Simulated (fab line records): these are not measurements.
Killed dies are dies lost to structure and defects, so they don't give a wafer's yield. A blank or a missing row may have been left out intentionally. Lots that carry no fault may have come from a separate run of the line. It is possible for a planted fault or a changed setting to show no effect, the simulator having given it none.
Which of the tools did it? + flow nand-harc + 72 wafers from 24 lots sampled at 6 of the route's 1159 steps

WHAT THE GAUGES READ, wafer by wafer
NHARC_HYBRID_BOND_INSPECT_06: inspects for defects (ir void). Usual: raw-defect-count 32, standard deviation 12.
| lot  | measured     | on                | raw-defect-count | flag |
|------|--------------|-------------------|------------------|------|
| L075 | day 18 13:52 | defect-inspect-01 | 29 38 42         |      |
| L076 | day 18 13:50 | defect-inspect-02 | 27 29 23         |      |
| L074 | day 18 20:04 | defect-inspect-01 | 18 7 15          |      |
| L079 | day 18 20:04 | defect-inspect-02 | 22 29 16         |      |
| L078 | day 19 02:49 | defect-inspect-01 | 21 24 34         |      |
| L080 | day 19 09:39 | defect-inspect-02 | 30 37 33         |      |
| L077 | day 19 09:40 | defect-inspect-01 | 13 18 14         |      |
| L081 | day 20 01:02 | defect-inspect-02 | 37 32 28         |      |
| L082 | day 20 13:36 | defect-inspect-02 | 31 53 46         |      |
| L083 | day 20 13:36 | defect-inspect-01 | 32 20 21         |      |
| L084 | day 20 23:59 | defect-inspect-01 | 42 36 33         |      |
| L085 | day 21 17:17 | defect-inspect-01 | 28 20 29         |      |
| L086 | day 21 17:17 | defect-inspect-02 | 23 23 18         |      |
| L087 | day 21 21:40 | defect-inspect-02 | 38 34 40         |      |
| L091 | day 22 16:44 | defect-inspect-02 | 42 41 39         |      |
| L090 | day 22 16:45 | defect-inspect-02 | 35 31 31         |      |
| L089 | day 22 16:44 | defect-inspect-01 | 34 45 37         |      |
| L088 | day 22 16:46 | defect-inspect-01 | 17 17 21         |      |
| L093 | day 22 16:47 | defect-inspect-02 | 61 51 48         |      |
| L092 | day 23 09:16 | defect-inspect-01 | 26 29 38         |      |
| L094 | day 23 09:16 | defect-inspect-02 | 26 20 21         |      |
| L096 | day 23 09:17 | defect-inspect-01 | 49 63 40         |      |
| L095 | day 23 09:18 | defect-inspect-02 | 44 46 35         |      |
| L097 | day 24 09:24 | defect-inspect-02 | 38 41 46         |      |

EACH LOT AND THE TOOL THAT RAN IT (in order: tool; ch and the chambers of the sampled wafers; start)
| lot  | NHARC_A_CONTACT_ETCH_134             | NHARC_A_M0_DEGAS_28          | NHARC_A_M0_ANNEAL_30             | NHARC_A_BONDPAD_CMP_29        | NHARC_A_BONDPAD_PRE_CLEAN_26            |
|------|--------------------------------------|------------------------------|----------------------------------|-------------------------------|-----------------------------------------|
| L075 | har-cap-etch-03 ch 0,1, day 17 01:55 | pvd-sputter-01, day 17 19:24 | rtp-anneal-01 ch 0, day 17 20:14 | cmp-04 ch 0,1,2, day 18 02:18 | pvd-sputter-03, day 18 13:52 or earlier |
| L076 | har-cap-etch-01 ch 0,1, day 17 01:58 | pvd-sputter-03, day 17 18:53 | rtp-anneal-02 ch 0, day 17 19:45 | cmp-03 ch 0,1,3, day 18 01:59 | pvd-sputter-02, day 18 13:50 or earlier |
| L074 | har-cap-etch-02 ch 0,1, day 17 06:40 | pvd-sputter-01, day 17 22:11 | rtp-anneal-02 ch 0, day 17 22:59 | cmp-04 ch 0,1,3, day 18 05:05 | pvd-sputter-03, day 18 20:04 or earlier |
| L079 | har-cap-etch-01 ch 0,1, day 17 14:58 | pvd-sputter-02, day 18 00:44 | rtp-anneal-01 ch 0, day 18 01:37 | cmp-01 ch 0,1, day 18 07:55   | pvd-sputter-02, day 18 20:04 or earlier |
| L078 | har-cap-etch-02 ch 0,1, day 17 18:28 | pvd-sputter-01, day 18 04:01 | rtp-anneal-01 ch 0, day 18 04:52 | cmp-01 ch 0,2,3, day 18 10:57 | pvd-sputter-03, day 19 02:49 or earlier |
| L080 | har-cap-etch-01 ch 0,1, day 17 22:19 | pvd-sputter-03, day 18 11:44 | rtp-anneal-01 ch 0, day 18 12:28 | cmp-01 ch 0,2,3, day 18 18:47 | pvd-sputter-02, day 19 09:39 or earlier |
| L077 | har-cap-etch-03 ch 0,1, day 18 04:40 | pvd-sputter-03, day 18 16:20 | rtp-anneal-02 ch 0, day 18 17:11 | cmp-04 ch 0,2,3, day 18 23:24 | pvd-sputter-02, day 19 09:40 or earlier |
| L081 | har-cap-etch-01 ch 0,1, day 18 13:11 | pvd-sputter-01, day 19 02:02 | rtp-anneal-01 ch 0, day 19 02:47 | cmp-04 ch 1,2, day 19 08:57   | pvd-sputter-02, day 20 01:02 or earlier |
| L082 | har-cap-etch-03 ch 0, day 19 02:07   | pvd-sputter-01, day 19 15:56 | rtp-anneal-02 ch 0, day 19 16:55 | cmp-03 ch 0,1,3, day 19 23:02 | pvd-sputter-02, day 20 13:36 or earlier |
| L083 | har-cap-etch-02 ch 0,1, day 19 02:20 | pvd-sputter-01, day 19 16:46 | rtp-anneal-02 ch 0, day 19 18:17 | cmp-04 ch 0,2,3, day 20 00:49 | pvd-sputter-02, day 20 13:36 or earlier |
| L084 | har-cap-etch-03 ch 0,1, day 19 11:32 | pvd-sputter-01, day 20 01:44 | rtp-anneal-02 ch 0, day 20 02:27 | cmp-01 ch 0,1, day 20 08:41   | pvd-sputter-01, day 20 23:59 or earlier |
| L085 | har-cap-etch-02 ch 0,1, day 20 05:17 | pvd-sputter-03, day 20 17:00 | rtp-anneal-02 ch 0, day 20 17:44 | cmp-03 ch 0,2,3, day 21 00:34 | pvd-sputter-03, day 21 17:17 or earlier |
| L086 | har-cap-etch-03 ch 0,1, day 20 06:00 | pvd-sputter-01, day 20 17:44 | rtp-anneal-02 ch 0, day 20 18:31 | cmp-04 ch 0,2,3, day 21 00:52 | pvd-sputter-01, day 21 17:17 or earlier |
| L087 | har-cap-etch-03 ch 0,1, day 20 12:31 | pvd-sputter-01, day 21 01:09 | rtp-anneal-02 ch 0, day 21 01:57 | cmp-04 ch 0,1,2, day 21 08:07 | pvd-sputter-01, day 21 21:40 or earlier |
| L091 | har-cap-etch-01 ch 0,1, day 21 01:04 | pvd-sputter-01, day 21 15:10 | rtp-anneal-02 ch 0, day 21 15:55 | cmp-01 ch 1,2, day 21 22:20   | pvd-sputter-03, day 22 16:44 or earlier |
| L090 | har-cap-etch-02 ch 0,1, day 21 02:28 | pvd-sputter-01, day 21 16:16 | rtp-anneal-02 ch 0, day 21 17:01 | cmp-01 ch 0,1, day 21 23:29   | pvd-sputter-03, day 22 16:45 or earlier |
| L089 | har-cap-etch-03 ch 0,1, day 21 05:04 | pvd-sputter-03, day 21 16:47 | rtp-anneal-01 ch 0, day 21 17:37 | cmp-03 ch 0,3, day 21 23:45   | pvd-sputter-02, day 22 16:44 or earlier |
| L088 | har-cap-etch-03 ch 0,1, day 21 09:28 | pvd-sputter-02, day 21 19:37 | rtp-anneal-01 ch 0, day 21 20:34 | cmp-01 ch 0,3, day 22 03:32   | pvd-sputter-01, day 22 16:46 or earlier |
| L093 | har-cap-etch-03 ch 0,1, day 21 11:46 | pvd-sputter-03, day 21 21:22 | rtp-anneal-02 ch 0, day 21 22:10 | cmp-04 ch 1,2,3, day 22 04:16 | pvd-sputter-03, day 22 16:47 or earlier |
| L092 | har-cap-etch-03 ch 0,1, day 21 16:38 | pvd-sputter-03, day 22 11:49 | rtp-anneal-02 ch 0, day 22 12:45 | cmp-03 ch 1,3, day 22 19:43   | pvd-sputter-02, day 23 09:16 or earlier |
| L094 | har-cap-etch-02 ch 0, day 21 17:58   | pvd-sputter-02, day 22 12:08 | rtp-anneal-01 ch 0, day 22 12:58 | cmp-04 ch 1,3, day 22 19:32   | pvd-sputter-01, day 23 09:16 or earlier |
| L096 | har-cap-etch-03 ch 0,1, day 21 19:41 | pvd-sputter-03, day 22 12:24 | rtp-anneal-01 ch 0, day 22 13:17 | cmp-01 ch 0,2,3, day 22 20:05 | pvd-sputter-03, day 23 09:17 or earlier |
| L095 | har-cap-etch-01 ch 0,1, day 21 23:47 | pvd-sputter-03, day 22 15:34 | rtp-anneal-01 ch 0, day 22 16:25 | cmp-01 ch 1,2, day 22 22:22   | pvd-sputter-01, day 23 09:18 or earlier |
| L097 | har-cap-etch-01 ch 0, day 22 21:20   | pvd-sputter-03, day 23 15:02 | rtp-anneal-01 ch 0, day 23 15:49 | cmp-01 ch 0,3, day 23 21:59   | pvd-sputter-03, day 24 09:24 or earlier |
- NHARC_A_CONTACT_ETCH_134: etches the open film in C4F8/O2/Ar, time 140 s, target depth 700 nm.
- NHARC_A_M0_DEGAS_28: time 60 s.
- NHARC_A_M0_ANNEAL_30: time 90 s.
- NHARC_A_BONDPAD_CMP_29: polishes SiCN, target thk 200 nm.
- NHARC_A_BONDPAD_PRE_CLEAN_26: time 30 s.

AS READ BY THE TOOLS THEMSELVES (means over the sampled wafers that have a number; for cases with no such wafer, the mark the record gives instead)
NHARC_A_M0_DEGAS_28. Usual: heater-power-w 337 W, standard deviation 37.
| lot  | tool           | heater-power-w (W) | flag |
|------|----------------|--------------------|------|
| L075 | pvd-sputter-01 | 340                |      |
| L076 | pvd-sputter-03 | 352                |      |
| L074 | pvd-sputter-01 | 317                |      |
| L079 | pvd-sputter-02 | 307                |      |
| L078 | pvd-sputter-01 | 315                |      |
| L080 | pvd-sputter-03 | 347                |      |
| L077 | pvd-sputter-03 | 330                |      |
| L081 | pvd-sputter-01 | 330                |      |
| L082 | pvd-sputter-01 | 318                |      |
| L083 | pvd-sputter-01 | 329                |      |
| L084 | pvd-sputter-01 | 332                |      |
| L085 | pvd-sputter-03 | 362                |      |
| L086 | pvd-sputter-01 | 356                |      |
| L087 | pvd-sputter-01 | 362                |      |
| L091 | pvd-sputter-01 | 333                |      |
| L090 | pvd-sputter-01 | 305                |      |
| L089 | pvd-sputter-03 | 316                |      |
| L088 | pvd-sputter-02 | 311                |      |
| L093 | pvd-sputter-03 | 396                |      |
| L092 | pvd-sputter-03 | 327                |      |
| L094 | pvd-sputter-02 | 308                |      |
| L096 | pvd-sputter-03 | 327                |      |
| L095 | pvd-sputter-03 | 370                |      |
| L097 | pvd-sputter-03 | 337                |      |

NHARC_A_M0_ANNEAL_30. Usual: wafer_temp_C_max 226.3, standard deviation 0.66.
| lot  | tool          | wafer_temp_C_max | flag |
|------|---------------|------------------|------|
| L075 | rtp-anneal-01 | 227.2            |      |
| L076 | rtp-anneal-02 | 225.8            |      |
| L074 | rtp-anneal-02 | 225.4            |      |
| L079 | rtp-anneal-01 | 227.1            |      |
| L078 | rtp-anneal-01 | 226.5            |      |
| L080 | rtp-anneal-01 | 227.0            |      |
| L077 | rtp-anneal-02 | 225.5            |      |
| L081 | rtp-anneal-01 | 226.9            |      |
| L082 | rtp-anneal-02 | 225.7            |      |
| L083 | rtp-anneal-02 | 225.8            |      |
| L084 | rtp-anneal-02 | 225.8            |      |
| L085 | rtp-anneal-02 | 225.7            |      |
| L086 | rtp-anneal-02 | 225.8            |      |
| L087 | rtp-anneal-02 | 225.6            |      |
| L091 | rtp-anneal-02 | 225.8            |      |
| L090 | rtp-anneal-02 | 225.8            |      |
| L089 | rtp-anneal-01 | 226.9            |      |
| L088 | rtp-anneal-01 | 226.9            |      |
| L093 | rtp-anneal-02 | 225.7            |      |
| L092 | rtp-anneal-02 | 226.0            |      |
| L094 | rtp-anneal-01 | 227.2            |      |
| L096 | rtp-anneal-01 | 226.7            |      |
| L095 | rtp-anneal-01 | 226.9            |      |
| L097 | rtp-anneal-01 | 227.1            |      |

NHARC_A_BONDPAD_CMP_29. Usual: motor-current-A 13.0 A, standard deviation 1.3.
| lot  | tool   | motor-current-A (A) | flag |
|------|--------|---------------------|------|
| L075 | cmp-04 | 13.8                |      |
| L076 | cmp-03 | 13.5                |      |
| L074 | cmp-04 | 13.9                |      |
| L079 | cmp-01 | 13.0                |      |
| L078 | cmp-01 | 12.8                |      |
| L080 | cmp-01 | 13.0                |      |
| L077 | cmp-04 | 12.7                |      |
| L081 | cmp-04 | 13.1                |      |
| L082 | cmp-03 | 14.0                |      |
| L083 | cmp-04 | 12.7                |      |
| L084 | cmp-01 | 13.1                |      |
| L085 | cmp-03 | 13.4                |      |
| L086 | cmp-04 | 12.7                |      |
| L087 | cmp-04 | 13.7                |      |
| L091 | cmp-01 | 12.2                |      |
| L090 | cmp-01 | 12.8                |      |
| L089 | cmp-03 | 13.9                |      |
| L088 | cmp-01 | 13.4                |      |
| L093 | cmp-04 | 12.2                |      |
| L092 | cmp-03 | 13.4                |      |
| L094 | cmp-04 | 14.3                |      |
| L096 | cmp-01 | 12.7                |      |
| L095 | cmp-01 | 12.5                |      |
| L097 | cmp-01 | 13.3                |      |

NHARC_A_BONDPAD_PRE_CLEAN_26. Usual: heater-power-w 406 W, standard deviation 43.
| lot  | tool           | heater-power-w (W) | flag |
|------|----------------|--------------------|------|
| L075 | pvd-sputter-03 | 396                |      |
| L076 | pvd-sputter-02 | 388                |      |
| L074 | pvd-sputter-03 | 473                |      |
| L079 | pvd-sputter-02 | 406                |      |
| L078 | pvd-sputter-03 | 439                |      |
| L080 | pvd-sputter-02 | 394                |      |
| L077 | pvd-sputter-02 | 382                |      |
| L081 | pvd-sputter-02 | 388                |      |
| L082 | pvd-sputter-02 | 382                |      |
| L083 | pvd-sputter-02 | 392                |      |
| L084 | pvd-sputter-01 | 392                |      |
| L085 | pvd-sputter-03 | 434                |      |
| L086 | pvd-sputter-01 | 404                |      |
| L087 | pvd-sputter-01 | 390                |      |
| L091 | pvd-sputter-03 | 422                |      |
| L090 | pvd-sputter-03 | 399                |      |
| L089 | pvd-sputter-02 | 368                |      |
| L088 | pvd-sputter-01 | 424                |      |
| L093 | pvd-sputter-03 | 420                |      |
| L092 | pvd-sputter-02 | 393                |      |
| L094 | pvd-sputter-01 | 392                |      |
| L096 | pvd-sputter-03 | 455                |      |
| L095 | pvd-sputter-01 | 399                |      |
| L097 | pvd-sputter-03 | 409                |      |

THE ANSWER, worked out from the rows above alone
Rule: lot off if the mean of its wafers having a number is beyond 3 standard deviations from the usual mean. A lot without any number at a reading at which 4 lots or more have one is off too. All remaining lots with rows at the step are treated as sound. First the gauges in route order, then the tools' own readings, where a lot's mean is used as printed above. The first step at which some lot is off is used, and at that step the reading that is off furthest; a lot without a number counts as furthest.
None of the lots is off at any reading shown; this tells nothing.

WHAT THE SIMULATOR HAD PUT IN
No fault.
